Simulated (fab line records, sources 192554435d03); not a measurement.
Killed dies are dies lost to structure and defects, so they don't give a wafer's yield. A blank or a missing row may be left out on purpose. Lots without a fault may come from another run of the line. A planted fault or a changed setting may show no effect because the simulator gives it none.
fab line records | flow n5_finfet
record lots=4 wafers=21
route steps=1938 shown BEOL_M9@1407 BEOL_M10@1533 BEOL_M11@1543 BEOL_M12@1605 BEOL_M13@1705 BEOL_M14@1763 MIM_BOT_ETCH@1866 PASSIVATION@1915
start_h: hours from the record's first day to the start of the lot's first wafer shown | wait_h: hours since the lot's step before | " the same as in the row above | L1.1+2: a row that stands for several wafers | - no value, or no start given | * or withheld: withheld | < > ~ a bound
route shown NAME@n: a module of which the file shows steps, and the number in the route of the first | usual: mean/standard deviation of fault-free wafers | same: alike in all rows | chamber/n: place in a boat | sites: the reading at each site | _std_site: their standard deviation | _edge_site: outer sites' mean less inner sites' | radius_mm: how far each site lies from the wafer's centre | mask NAME#n: copy n | behind: the tool/chamber that last shaped the wafer | hold: why the lot was held/for how many hours/how that ended | device: the transistor (n, p or np) that didn't switch | end of line: the same wafers' tests at the end of the route | a step without rows: its recipe alone | killed: dies lost to structure and defects at the first sort, not the wafer's yield | map: a wafer's dies, x killed, . not, _ none there
set.NAME: the setting as run; set.NAME@STEP: as run at that earlier step | model.NAME: the simulator's own value behind a step, which no gauge read
lots whose settings were changed on purpose; a table a step, a row a wafer
## steps
# step N5_BEOL_M9_COAT_60
# recipe resist=SiARC temp_c=220 time_s=60 spin_rpm=1500 resist_thk_nm=30
# columns lot.wafer tool chamber start_h wait_h set.spin_rpm model.SiARC_of_BEOL_M9_COAT_60.thk_nm
L081.4 litho_track-02 0 - - 1500 30
L081.5+6 " 0 " " 1500 30.2
L079.1+4 litho_track-02 0 - - 1632 28.8
L079.2 " 0 " " 1632 28.6
L079.3+5+6 " 0 " " 1500 30
L089.1+2+3+6 litho_track-04 0 - - 1500 29.8
L089.4+5 " 0 " " 1500 30
L087.1+5 litho_track-02 0 - - 1500 30.2
L087.2+4 " 0 " " 1396 31.2
L087.3 " 0 " " 1500 30
L087.6 " 0 " " 1396 31.4
# step N5_BEOL_M9_COAT_05
# recipe resist=CAR-ArF spin_rpm=1500 resist_thk_nm=90
# step N5_BEOL_M9_EBR_07
# recipe solvent=PGMEA ebr_width_mm=1.5
# step N5_BEOL_M9_DESCUM_16
# recipe chemistry=O2 time_s=7.9 source_power_w=50 bias_power_w=20 pressure_mtorr=20 rf_frequency_hz=2.712e+07 temp_c=40 resist=CAR-ArF o2_flow_sccm=225
# step N5_BEOL_M9_ETCH_61
# recipe chemistry=CF4 target=SiARC target_depth_a=390 mask_material=CAR-ArF time_s=65 ion_energy_ev=80 pressure_mtorr=40 source_w=545 bias_w=36 Ar_flow_sccm=100 cf4_flow_sccm=100 ends=cleared
# columns lot.wafer tool chamber start_h wait_h set.spin_rpm@BEOL_M9_COAT_60 model.CAR-ArF_of_BEOL_M9_COAT_05.thk_nm model.etch.depth_nm
L081.4 rie_diel-02 1 247.34 0.0 1500 56 30.06
L081.5 " 2 " " 1500 55.4 30.14
L081.6 " 1 " " 1500 55.6 30.14
L079.1 rie_diel-04 3 256.83 0.0 1632 57 28.78
L079.2 " 0 " " 1632 57.2 28.68
L079.3 " 2 " " 1500 56 29.93
L079.4 " 0 " " 1632 57.2 28.72
L079.5 " 2 " " 1500 55.6 30.06
L079.6 " 3 " " 1500 56.2 29.96
L089.1 rie_diel-05 3 310.32 0.0 1500 55.2 29.87
L089.2 " 0 " " 1500 55.2 29.89
L089.3 " 2 " " 1500 55.4 29.8
L089.4 " 3 " " 1500 55.2 29.96
L089.5 " 0 " " 1500 55.4 29.97
L089.6 " 2 " " 1500 55.4 29.89
L087.1 rie_diel-05 3 311.07 0.0 1500 55.4 30.14
L087.2 " 0 " " 1396 54.6 31.26
L087.3 " 2 " " 1500 55.4 30.09
L087.4 " 0 " " 1396 54.4 31.22
L087.5 " 3 " " 1500 55.6 30.22
L087.6 " 2 " " 1396 54.6 31.34
# step N5_BEOL_M9_ETCH_62
# recipe chemistry=N2/H2 target=SOC target_depth_a=1100 overetch_a=220 mask_material=SiARC temp_c=40 time_s=165 ion_energy_ev=200 pressure_mtorr=30 source_w=840 bias_w=150 n2_flow_sccm=200 h2_flow_sccm=200
# columns lot.wafer tool chamber start_h wait_h set.spin_rpm@BEOL_M9_COAT_60 model.SiARC_of_BEOL_M9_COAT_60.thk_nm
L081.4+6 rie_diel-02 1 247.39 0.0 1500 23.8
L081.5 " 2 " " 1500 23.6
L079.1 rie_diel-04 3 256.88 0.0 1632 22.4
L079.2+4 " 0 " " 1632 22
L079.3+6 " 2,3 " " 1500 23.6
L079.5 " 2 " " 1500 23.8
L089.1+2+3 rie_diel-05 3,0,2 310.37 0.0 1500 23.2
L089.4+5+6 " 3,0,2 " " 1500 23.4
L087.1+5 rie_diel-05 3 311.12 0.0 1500 23.8
L087.2+4 " 0 " " 1396 24.8
L087.3 " 2 " " 1500 23.6
L087.6 " 2 " " 1396 25
# step N5_BEOL_M9_STRIP_68
# recipe chemistry=N2/H2 temp_c=40 n2_flow_sccm=200 h2_flow_sccm=200 rf_frequency_hz=6e+07
# step N5_BEOL_M9_STRIP_67
# recipe chemistry=CF4 resist=SiARC power_w=300 bias_power_w=75 pressure_mtorr=50 cf4_flow_sccm=150 rf_frequency_hz=6e+07
# step N5_BEOL_M9_STRIP_80
# recipe chemistry=N2/H2 time_s=10 power_w=450 temp_c=40 pressure_mtorr=20 rf_frequency_hz=6e+07 bias_power_w=7 n2_flow_sccm=200 h2_flow_sccm=200
# step N5_BEOL_M9_HM_STRIP_39
# recipe chemistry=peroxide_tin_strip material=TiN target_depth_a=250 temp_c=50 time_s=158
# columns lot.wafer tool chamber start_h wait_h set.temp_c@BEOL_M9_PECVD_70 model.SiO2_of_BEOL_M9_PECVD_70.thk_nm
L081.4+6 wet_bench-01 0,7 249.06 0.0 400 20.2
L081.5 " 4 " " 400 19.6
L079.1 wet_bench-02 0 258.79 0.0 415.4 17.2
L079.2 " 5 " " 400 19.2
L079.3+4 " 4,7 " " 400 20.2
L079.5+6 " 1,6 " " 415.4 17.6
L089.1 wet_bench-06 2 313.61 0.0 400 19.4
L089.2+3+4+6 " 3,7,1,4 " " 400 19.8
L089.5 " 0 " " 400 20.4
L087.1 wet_bench-02 4 314.47 0.0 409.6 18.4
L087.2+3 " 3,5 " " 400 19.4
L087.4 " 1 " " 400 19.8
L087.5 " 0 " " 409.6 19
L087.6 " 2 " " 409.6 18
# step N5_BEOL_M10_DEP_56
# recipe material=SiCN target_thk_a=150 temp_c=withheld precursor=3MS/NH3 pressure_torr=3 rf_w=202 time_s=26.5
# columns lot.wafer tool chamber start_h wait_h set.time_s model.SiCN_of_BEOL_M10_DEP_56.thk_nm
L081.4 pecvd-01 2 261.43 0.0 26.5 15.4
L081.5 " 1 " " 26.5 15.6
L081.6 " 0 " " 26.5 15.2
L079.1+3 pecvd-04 0,1 268.25 0.0 24.95 14
L079.2 " 2 " " 26.5 14.8
L079.4 " 0 " " 26.5 15.2
L079.5 " 1 " " 24.95 14.4
L079.6 " 2 " " 26.5 15
L089.1+3 pecvd-01 0,1 326.44 0.0 26.5 15
L089.2+4 " 2,0 " " 26.5 15.2
L089.5+6 " 1,2 " " 26.5 15.4
L087.1 pecvd-01 0 328.34 0.0 22.97 13
L087.2 " 2 " " 26.5 15
L087.3 " 1 " " 26.5 15.2
L087.4+6 " 0,2 " " 22.97 13.2
L087.5 " 1 " " 26.5 15.4
# step N5_BEOL_M11_COAT_05
# recipe resist=CAR-ArF spin_rpm=1500 resist_thk_nm=90
# columns lot.wafer tool chamber start_h wait_h set.spin_rpm model.CAR-ArF_of_BEOL_M11_COAT_05.thk_nm
L081.4+5 litho_track-04 0 - - 1500 90.4
L081.6 " 0 " " 1500 90.2
L079.1+5 litho_track-04 0 - - 1500 90
L079.2+4+6 " 0 " " 1500 89.6
L079.3 " 0 " " 1500 89.8
L089.1+3 litho_track-04 0 - - 1444 91.4
L089.2+6 " 0 " " 1500 89.6
L089.4 " 0 " " 1500 89.8
L089.5 " 0 " " 1444 91.2
L087.1+6 litho_track-01 0 - - 1370 93.6
L087.2+5 " 0 " " 1500 89.6
L087.3 " 0 " " 1370 93.8
L087.4 " 0 " " 1500 89.2
# step N5_BEOL_M11_EBR_07
# recipe solvent=PGMEA ebr_width_mm=1.5
# step N5_BEOL_M11_SOFTBAKE_06
# recipe temp_c=110 time_s=60 resist=CAR-ArF
# step N5_BEOL_M11_DESCUM_16
# recipe chemistry=O2 time_s=7.9 source_power_w=50 bias_power_w=20 pressure_mtorr=20 rf_frequency_hz=2.712e+07 temp_c=40 resist=CAR-ArF o2_flow_sccm=225
# columns lot.wafer tool chamber start_h wait_h set.spin_rpm@BEOL_M11_COAT_05 model.CAR-ArF_of_BEOL_M11_COAT_05.thk_nm
L081.4+5+6 rie_diel-02 1,3,0 263.75 0.0 1500 83.8
L079.1 rie_diel-05 0 269.67 0.0 1500 83.6
L079.2+6 " 2 " " 1500 83
L079.3+5 " 3 " " 1500 83.4
L079.4 " 1 " " 1500 83.2
L089.1 rie_diel-04 2 328.28 0.0 1444 84.6
L089.2+4 " 3,0 " " 1500 83.2
L089.3+5 " 1,3 " " 1444 84.8
L089.6 " 0 " " 1500 83
L087.1+6 rie_diel-05 3,2 331.40 0.0 1370 87
L087.2 " 0 " " 1500 83.2
L087.3 " 2 " " 1370 87.2
L087.4 " 3 " " 1500 82.6
L087.5 " 0 " " 1500 83
# step N5_BEOL_M12_COAT_04
# recipe spin_rpm=1625 resist_thk_nm=400
# columns lot.wafer tool chamber start_h wait_h set.spin_rpm model.coat_of_BEOL_M12_COAT_04.thk_nm
L081.4 litho_track-02 0 - - 1625 403
L081.5+6 " 0 " " 1625 402.2
L079.1 litho_track-03 0 - - 1625 399
L079.2 " 0 " " 1524 412.2
L079.3 " 0 " " 1524 412
L079.4 " 0 " " 1625 399.8
L079.5 " 0 " " 1625 398.8
L079.6 " 0 " " 1524 412.4
L089.1 litho_track-04 0 - - 1625 400.2
L089.2 " 0 " " 1625 400.6
L089.3 " 0 " " 1625 399.4
L089.4 " 0 " " 1625 399.8
L089.5 " 0 " " 1625 399.6
L089.6 " 0 " " 1625 400
L087.1 litho_track-04 0 - - 1749 386
L087.2 " 0 " " 1749 384.6
L087.3 " 0 " " 1625 400.2
L087.4+6 " 0 " " 1625 400.6
L087.5 " 0 " " 1749 385.8
# step N5_BEOL_M12_PEB_08
# recipe peb_temp_c=130 peb_time_s=90
# columns lot.wafer tool chamber start_h wait_h set.peb_time_s
L081.4+5+6 litho_track-02 0 268.79 0.0 90
L079.1+4+6 litho_track-02 0 274.15 0.1 107.7
L079.2+3+5 " 0 " " 90
L089.1+4+6 litho_track-04 0 334.72 0.1 103
L089.2+3+5 " 0 " " 90
L087.1+3+4 litho_track-04 0 337.32 0.1 75.24
L087.2+5+6 " 0 " " 90
# step N5_BEOL_M12_DEVELOP_09
# recipe develop_time_s=45 rinse_liquid=diw dry=air_spin dev_temp_c=21
# step N5_BEOL_M12_HARDBAKE_14
# recipe temp_c=130 time_s=120
# step N5_BEOL_M12_DESCUM_15
# recipe chemistry=O2 time_s=7.9 source_power_w=50 bias_power_w=20 pressure_mtorr=20 rf_frequency_hz=2.712e+07 temp_c=40 o2_flow_sccm=225
# step N5_BEOL_M12_ETCH_59
# recipe chemistry=N2/H2 target=BARC target_depth_a=890 overetch_a=267 time_s=67.9 ion_energy_ev=200 pressure_mtorr=30 source_w=840 bias_w=150 n2_flow_sccm=200 h2_flow_sccm=200
# columns lot.wafer tool chamber start_h wait_h set.spin_rpm@BEOL_M12_COAT_04 model.coat_of_BEOL_M12_COAT_04.thk_nm
L081.4 rie_diel-01 2 269.06 0.0 1625 321
L081.5 " 0 " " 1625 324.8
L081.6 " 1 " " 1625 321.6
L079.1+5 rie_diel-06 3 274.39 0.0 1625 320.2
L079.2 " 2 " " 1524 332.6
L079.3 " 0 " " 1524 327.8
L079.4 " 1 " " 1625 315.8
L079.6 " 2 " " 1524 332.8
L089.1 rie_diel-03 1 334.96 0.0 1625 318
L089.2 " 2 " " 1625 321.8
L089.3 " 3 " " 1625 317.4
L089.4 " 0 " " 1625 315.8
L089.5 " 0 " " 1625 316
L089.6 " 3 " " 1625 318.8
L087.1 rie_diel-03 1 337.56 0.0 1749 304
L087.2 " 2 " " 1749 305.8
L087.3 " 3 " " 1625 318.8
L087.4 " 0 " " 1625 317
L087.5 " 3 " " 1749 303.6
L087.6 " 2 " " 1625 321.6
# step N5_BEOL_M13_SPUTTER_43
# recipe material=TaN target_thk_a=150 temp_c=50 bias_v=168.6 power_w=15000 chamber_pressure_pa=0.12 time_s=24.19
# columns lot.wafer tool chamber start_h wait_h set.time_s model.TaN_of_BEOL_M13_SPUTTER_43.thk_nm
L081.4+6 pvd_sputter-02 - 282.85 0.0 24.19 15.2
L081.5 " - " " 24.19 15
L079.1 pvd_sputter-01 - 288.26 0.0 27.81 17
L079.2 " - " " 27.81 17.4
L079.3+4 " - " " 24.19 15.4
L079.5 " - " " 27.81 17.6
L079.6 " - " " 24.19 14.8
L089.1 pvd_sputter-01 - 343.61 0.0 24.19 15.4
L089.2 " - " " 24.19 14.8
L089.3 " - " " 21.75 14
L089.4+6 " - " " 21.75 13.8
L089.5 " - " " 24.19 15
L087.1+4 pvd_sputter-01 - 343.98 0.0 25.79 16.2
L087.2 " - " " 24.19 15
L087.3+6 " - " " 24.19 14.6
L087.5 " - " " 25.79 16
# step N5_BEOL_M13_SPUTTER_44
# recipe material=Ta target_thk_a=100 temp_c=50 bias_v=80 power_w=15000 chamber_pressure_pa=0.07 time_s=16.13
# columns lot.wafer tool chamber start_h wait_h set.power_w model.Ta_of_BEOL_M13_SPUTTER_44.thk_nm
L081.4 pvd_sputter-02 - 282.93 0.0 15000 9.8
L081.5 " - " " 15000 10
L081.6 " - " " 15000 10.2
L079.1+2 pvd_sputter-01 - 288.34 0.0 15000 10
L079.3 " - " " 15000 9.8
L079.4+5 " - " " 16480 10.6
L079.6 " - " " 16480 11
L089.1 pvd_sputter-01 - 343.69 0.0 13310 8.8
L089.2+4 " - " " 15000 10.2
L089.3 " - " " 15000 9.8
L089.5+6 " - " " 13310 9
L087.1 pvd_sputter-01 - 344.06 0.0 15000 10
L087.2 " - " " 15700 10.8
L087.3+5 " - " " 15000 10.2
L087.4 " - " " 15700 10.2
L087.6 " - " " 15700 10.6
# step N5_BEOL_M14_SPUTTER_44
# recipe material=Ta target_thk_a=150 temp_c=50 bias_v=80 power_w=15000 chamber_pressure_pa=0.07 time_s=24.19
# columns lot.wafer tool chamber start_h wait_h set.power_w model.Ta_of_BEOL_M14_SPUTTER_44.thk_nm
L081.4+6 pvd_sputter-01 - 290.62 0.0 15000 14.8
L081.5 " - " " 15000 15
L079.1 pvd_sputter-02 - 295.36 0.0 15000 14.8
L079.2+6 " - " " 15000 15
L079.3 " - " " 17290 17.4
L079.4+5 " - " " 17290 16.8
L089.1 pvd_sputter-03 - 348.74 0.0 15000 15.2
L089.2 " - " " 15000 14.8
L089.3+5 " - " " 16600 16.6
L089.4 " - " " 15000 15.4
L089.6 " - " " 16600 16.4
L087.1+4 pvd_sputter-03 - 349.46 0.0 13400 13.2
L087.2 " - " " 13400 13.4
L087.3+5 " - " " 15000 14.8
L087.6 " - " " 15000 15
# step N5_MIM_BOT_ETCH_ETCH_04
# recipe chemistry=CF4/O2 target=SiNx target_depth_a=260 time_s=13 ion_energy_ev=100 pressure_mtorr=40 source_w=535 bias_w=49 Ar_flow_sccm=100 cf4_flow_sccm=100 O2_flow_sccm=10
# columns lot.wafer tool chamber start_h wait_h set.time_s model.etch.depth_nm
L081.4 rie_diel-01 1 304.96 0.0 13 25.21
L081.5 " 1 " " 13 25.24
L081.6 " 2 " " 13 25.96
L079.1 rie_diel-06 2 308.58 0.0 13.94 26.41
L079.2 " 0 " " 13 26.19
L079.3 " 1 " " 13 26.31
L079.4 " 1 " " 13.94 28.13
L079.5 " 2 " " 13.94 26.44
L079.6 " 0 " " 13 26.18
L089.1 rie_diel-01 2 360.76 0.0 13 26.09
L089.2 " 3 " " 15.43 33.34
L089.3 " 1 " " 13 24.99
L089.4 " 2 " " 13 26.12
L089.5 " 3 " " 15.43 33.5
L089.6 " 1 " " 15.43 29.7
L087.1 rie_diel-06 1 361.71 0.0 15.27 30.62
L087.2 " 3 " " 13 24.39
L087.3 " 0 " " 13 26.51
L087.4 " 1 " " 15.27 30.32
L087.5 " 3 " " 13 24.29
L087.6 " 0 " " 15.27 30.86
# step N5_PASSIVATION_PECVD_53
# recipe material=SiO2 target_thk_a=8000 temp_c=400 precursor=TEOS/O2 pressure_torr=6.5 rf_w=withheld teos_flow_sccm=withheld gas=O2 flow_sccm=2650 time_s=169.4
# columns lot.wafer tool chamber start_h wait_h set.time_s model.SiO2_of_PASSIVATION_PECVD_53.thk_nm
L081.4 pecvd-01 1 311.98 0.1 169.4 804.8
L081.5 " 0 " " 169.4 813.2
L081.6 " 2 " " 169.4 813.4
L079.1 pecvd-04 0 316.18 0.0 169.4 778.6
L079.2 " 1 " " 169.4 788.6
L079.3 " 2 " " 157.1 736.6
L079.4 " 2 " " 157.1 758.4
L079.5 " 0 " " 169.4 781
L079.6 " 1 " " 157.1 738.2
L087.1 pecvd-01 0 367.66 0.0 169.4 800.2
L087.2 " 2 " " 169.4 795
L087.3 " 1 " " 169.4 789.8
L087.4 " 2 " " 169.4 808.6
L087.5 " 0 " " 169.4 822.6
L087.6 " 1 " " 169.4 808.4
L089.1 pecvd-02 1 368.86 0.0 187.3 881.4
L089.2 " 0 " " 187.3 880.2
L089.3 " 2 " " 169.4 797.4
L089.4 " 0 " " 169.4 810.6
L089.5 " 1 " " 187.3 895.8
L089.6 " 2 " " 169.4 804
## key
split step=N5_BEOL_M9_COAT_60 setting=spin_rpm stated=1500 by=wafer
response step=N5_BEOL_M9_COAT_60 reading=model.SiARC_of_BEOL_M9_COAT_60.thk_nm change=-0.151 per=1% r=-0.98
response step=N5_BEOL_M9_ETCH_61 reading=model.CAR-ArF_of_BEOL_M9_COAT_05.thk_nm change=+0.136 per=1% r=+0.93
response step=N5_BEOL_M9_ETCH_61 reading=model.etch.depth_nm change=-0.15 per=1% r=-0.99
response step=N5_BEOL_M9_ETCH_62 reading=model.SiARC_of_BEOL_M9_COAT_60.thk_nm change=-0.17 per=1% r=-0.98
split step=N5_BEOL_M10_DEP_56 setting=time_s stated=26.5 by=wafer
response step=N5_BEOL_M10_DEP_56 reading=model.SiCN_of_BEOL_M10_DEP_56.thk_nm change=+0.154 per=1% r=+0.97
split step=N5_BEOL_M11_COAT_05 setting=spin_rpm stated=1500 by=wafer
response step=N5_BEOL_M11_COAT_05 reading=model.CAR-ArF_of_BEOL_M11_COAT_05.thk_nm change=-0.479 per=1% r=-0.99
response step=N5_BEOL_M11_DESCUM_16 reading=model.CAR-ArF_of_BEOL_M11_COAT_05.thk_nm change=-0.469 per=1% r=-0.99
split step=N5_BEOL_M12_COAT_04 setting=spin_rpm stated=1625 by=wafer
response step=N5_BEOL_M12_COAT_04 reading=model.coat_of_BEOL_M12_COAT_04.thk_nm change=-2.02 per=1% r=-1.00
response step=N5_BEOL_M12_ETCH_59 reading=model.coat_of_BEOL_M12_COAT_04.thk_nm change=-1.95 per=1% r=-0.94
split step=N5_BEOL_M12_PEB_08 setting=peb_time_s stated=90 by=wafer
response none clear
split step=N5_BEOL_M13_SPUTTER_43 setting=time_s stated=24.19 by=wafer
response step=N5_BEOL_M13_SPUTTER_43 reading=model.TaN_of_BEOL_M13_SPUTTER_43.thk_nm change=+0.144 per=1% r=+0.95
split step=N5_BEOL_M13_SPUTTER_44 setting=power_w stated=15000 by=wafer
response step=N5_BEOL_M13_SPUTTER_44 reading=model.Ta_of_BEOL_M13_SPUTTER_44.thk_nm change=+0.0916 per=1% r=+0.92
split step=N5_BEOL_M14_SPUTTER_44 setting=power_w stated=15000 by=wafer
response step=N5_BEOL_M14_SPUTTER_44 reading=model.Ta_of_BEOL_M14_SPUTTER_44.thk_nm change=+0.138 per=1% r=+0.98
split step=N5_MIM_BOT_ETCH_ETCH_04 setting=time_s stated=13 by=wafer
response step=N5_MIM_BOT_ETCH_ETCH_04 reading=model.etch.depth_nm change=+0.315 per=1% r=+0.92
split step=N5_PASSIVATION_PECVD_53 setting=time_s stated=169.4 by=wafer
response step=N5_PASSIVATION_PECVD_53 reading=model.SiO2_of_PASSIVATION_PECVD_53.thk_nm change=+6.95 per=1% r=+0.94
split outside_this_file step=N5_BEOL_M9_PECVD_70 setting=temp_c
# split outside_this_file: this setting was split too, and the file shows its column; the key of that split is in another file
